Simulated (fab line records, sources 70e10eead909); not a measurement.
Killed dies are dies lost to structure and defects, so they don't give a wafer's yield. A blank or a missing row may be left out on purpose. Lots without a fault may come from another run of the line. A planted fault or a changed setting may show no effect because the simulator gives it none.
One fault seen from 2 desks | flow nand_harc | each desk has only its own numbers; what lay behind them comes last

THE TOOL OWNER'S DESK: litho_track-06
The tool's own readings at NHARC_P_M1_SOFTBAKE_04 (time 55 s): means of the sampled wafers that have a number, for each lot that ran on this tool. A lot is out of limits, marked OUT, if its mean lies more than 4 standard deviations from the usual mean; the brackets give that distance.
Columns: A = heater_power_total_W at NHARC_P_M1_SOFTBAKE_04, usual 188.45 W; B = resist_line_temp_C at NHARC_P_M1_SOFTBAKE_04, usual 23.00 C
lot  | first seen here | A                        | B
L957 | day 6 11:00     | 188.72                   | 22.98
L960 | day 7 08:00     | 188.59                   | 22.90
L964 | day 9 02:00     | 199.74 (+87) OUT         | 22.98
L965 | day 9 10:00     | 211.27 (+99 or more) OUT | 22.97
L973 | day 12 19:00    | 188.30                   | 22.97
L975 | day 14 01:00    | 188.70                   | 23.01
L977 | day 14 09:00    | 188.38                   | 23.06
This desk's finding: out of limits on L964, L965; first on L964, day 9 02:00 (heater_power_total_W at NHARC_P_M1_SOFTBAKE_04). In limits: L957, L960, L973, L975, L977.

THE METROLOGY DESK
What the gauges read, lot by lot, whatever tool the lot ran on: means of the sampled wafers that have a number. A lot is out of limits, marked OUT, if its mean lies more than 4 standard deviations from the usual mean; the brackets give that distance.
Columns: A = thk_nm at NHARC_P_M0_THK_MEAS_24, usual 117.7 nm
lot  | first seen here | A
L957 | day 6 10:37     | 118.5
L959 | day 6 19:23     | 118.7
L960 | day 7 06:55     | 116.3
L961 | day 7 21:05     | 117.5
L964 | day 9 01:23     | 116.9
L965 | day 9 09:20     | 116.8
L973 | day 12 18:52    | 116.9
L975 | day 14 00:48    | 118.7
L977 | day 14 07:51    | 119.8
L976 | day 14 08:06    | 117.2
L978 | day 14 19:23    | 116.0
L980 | day 15 15:09    | 118.8
This desk's finding: nothing out of limits on any of the 12 lots.

PUT TOGETHER
The tool owner's desk could have raised an alarm at day 9 02:00, on L964, L965.
The metrology desk saw nothing out of limits.
The metrology desk has L964, L965 on record, within its limits.
Of the lots named, all ran NHARC_P_M1_SOFTBAKE_04 on litho_track-06.

WHAT THE SIMULATOR HAD PUT IN
Process parameter drift: litho_track-06, from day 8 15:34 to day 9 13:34, at NHARC_P_M1_SOFTBAKE_04. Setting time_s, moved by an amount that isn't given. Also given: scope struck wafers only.
Lots struck among those shown: L964, L965.
Hours from the fault's start to each desk's first reading out of limits: the tool owner's desk, 10.
